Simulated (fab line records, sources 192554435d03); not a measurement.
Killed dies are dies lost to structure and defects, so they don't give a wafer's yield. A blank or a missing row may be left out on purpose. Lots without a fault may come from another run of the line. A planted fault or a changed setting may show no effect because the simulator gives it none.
Chamber matching | flow n5_finfet | N5_BEOL_M11_CURE_71 on uv_cure-02: 3 sister chambers
The step cures SiCOH lowk, time 240 s. 6 wafers are shown with their chamber, then 8 later ones without.

WAFERS WITH THEIR CHAMBER
wafer  | chamber | wafer_temp_C_max | lamp_power_pct (%)
L081.4 | 1       | 386.5            | 52.26
L081.6 | 1       | 386.6            | 52.26
L083.6 | 0       | 386.6            | 52.32
L084.3 | 2       | 387.1            | 52.36
L084.6 | 2       | 387.3            | 52.33
L093.3 | 0       | 386.5            | 52.28

WAFERS WITHOUT THEIR CHAMBER
wafer  | wafer_temp_C_max | lamp_power_pct (%)
L093.5 | 385.9            | 52.37
L093.6 | 386.4            | 52.29
L094.1 | 386.6            | 52.32
L094.3 | 386.3            | 52.27
L094.5 | 386.0            | 52.31
L095.3 | 386.5            | 52.25
L095.4 | 386.4            | 52.37
L095.5 | 386.6            | 52.26

WHICH CHAMBER EACH WENT THROUGH
wafer  | from the rows above     | in truth
L093.5 | can't be placed: 0 or 1 | 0
L093.6 | can't be placed: 0 or 1 | 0
L094.1 | can't be placed: 0 or 1 | 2
L094.3 | can't be placed: 1 or 0 | 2
L094.5 | can't be placed: 0 or 1 | 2
L095.3 | can't be placed: 1 or 0 | 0
L095.4 | can't be placed: 0 or 1 | 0
L095.5 | can't be placed: 1 or 0 | 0
Placed correctly: 0 of 8. Can't be placed from these rows: 8 (the true chamber is among the candidates in 5). Placed wrongly: 0.
How it was worked out, from the rows above alone: a wafer's distance from a chamber is the root of the sum, over the readings, of the square of ((its reading less the chamber's mean) divided by the reading's scatter). The wafer belongs to the nearest chamber; if the next one is less than 2 further off, it can't be placed. A chamber's mean is the mean of its shown wafers. The scatter: the root of (the sum of the squares of (reading less its chamber's mean) over the shown wafers, divided by (wafers less chambers)).
